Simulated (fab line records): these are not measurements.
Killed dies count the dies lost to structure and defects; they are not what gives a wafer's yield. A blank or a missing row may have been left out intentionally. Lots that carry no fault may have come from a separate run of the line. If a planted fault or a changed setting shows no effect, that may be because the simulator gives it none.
Split-lot experiment -- flow n5 finfet -- 21 wafers read from 7 lots, route of 1938 steps

== THE SPLIT ITSELF ==
At N5_MIM_BOT_LITHO_EXPOSE_05 (exposes mask MIM BOT), the setting dose mj was moved away from the recipe's 24.25 on 7 of the 21 wafers read, by -7.0% to +3.8%. This setting was run at the recipe's value on the other wafers.

== FROM THE SPLIT TO THE READING: what the file shows between them, 3 steps ==
- N5_MIM_BOT_LITHO_PEB_06
- N5_MIM_BOT_LITHO_DEVELOP_07: develop time 60 s
- N5_MIM_BOT_LITHO_HARDBAKE_09: time 120 s

== THE READING ==
Shown in nm: cd nm at N5_MIM_BOT_LITHO_CD_MEAS_08, with target cd 3000 nm. On this fab line, fault-free wafers typically give 2999.2 nm with a standard deviation of 1.3 nm.

wafer,"tool, chamber at the split",dose mj as run,against the recipe,"cd nm, nm",against lot-mates on the recipe
L074.1,"krf scanner-01, 0",22.56,-7.0%,2988.3,-11.3
L074.2,"krf scanner-01, 0",22.56,-7.0%,2987.5,-12.1
L074.5,"krf scanner-01, 0",24.25,recipe,2999.6,-
L079.1,"krf scanner-02, 0",24.25,recipe,2999.9,-
L079.2,"krf scanner-02, 0",24.25,recipe,3000.2,-
L079.5,"krf scanner-02, 0",24.25,recipe,2999.6,-
L081.2,"krf scanner-02, 0",23.78,-1.9%,2996.5,-3.0
L081.4,"krf scanner-02, 0",24.25,recipe,2999.5,-
L081.5,"krf scanner-02, 0",23.78,-1.9%,2996.6,-2.9
L083.4,"krf scanner-02, 0",24.25,recipe,2998.0,-
L083.5,"krf scanner-02, 0",25.18,+3.8%,3005.7,+8.1
L083.6,"krf scanner-02, 0",24.25,recipe,2997.1,-
L094.2,"krf scanner-01, 0",23.12,-4.7%,2987.4,-10.1
L094.3,"krf scanner-01, 0",23.12,-4.7%,2989.0,-8.5
L094.4,"krf scanner-01, 0",24.25,recipe,2997.5,-
L092.1,"krf scanner-01, 0",24.25,recipe,2999.8,-
L092.4,"krf scanner-01, 0",24.25,recipe,2998.1,-
L092.6,"krf scanner-01, 0",24.25,recipe,2998.4,-
L095.1,"krf scanner-01, 0",24.25,recipe,3001.1,-
L095.2,"krf scanner-01, 0",24.25,recipe,2999.4,-
L095.6,"krf scanner-01, 0",24.25,recipe,2998.6,-

FIT RESULTS
A straight line over all 21 wafers: cd nm changes by +1.79 nm for each +1% of dose mj; r = +0.96; the points scatter about the line by 1.4 nm.
The same after taking each lot's own level away (the mean of its wafers on the recipe; 21 wafers): +1.81 nm for each +1%; r = +0.99; scatter 0.8 nm.
The reading moves by 13 nm for the largest change in dose mj, on that fit.
Across the lots, their own levels run from 2997.50 to 2999.90 nm, a range of 1.8 times the standard deviation given above.
The two slopes are in agreement: the lot-to-lot level therefore moves the slope only a little.
Check: for one of the wafers moved furthest among these (-7.0%), held out of the fit, the line's prediction against its lot-mates is -13 nm. Against them it came out at -11.3 nm.

== THESE WAFERS: OTHER SPLITS ==
These wafers also went through other splits before the reading. Each is held against what the fit with the lots' levels taken away leaves over:
other split on the same wafers,wafers away from the commonest value,r with cd nm (lot level and that fit taken away)
N5_BEOL_M13_COAT_04 spin rpm,9,-0.04
N5_BEOL_M14_TRENCH_ETCH_34 time s,4,-0.02
N5_BEOL_M15_ETCH_61 time s,10,+0.20

== FILE'S OWN FIT ==
cd nm changes by +1.83 nm for each +1% of dose mj, r = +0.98.
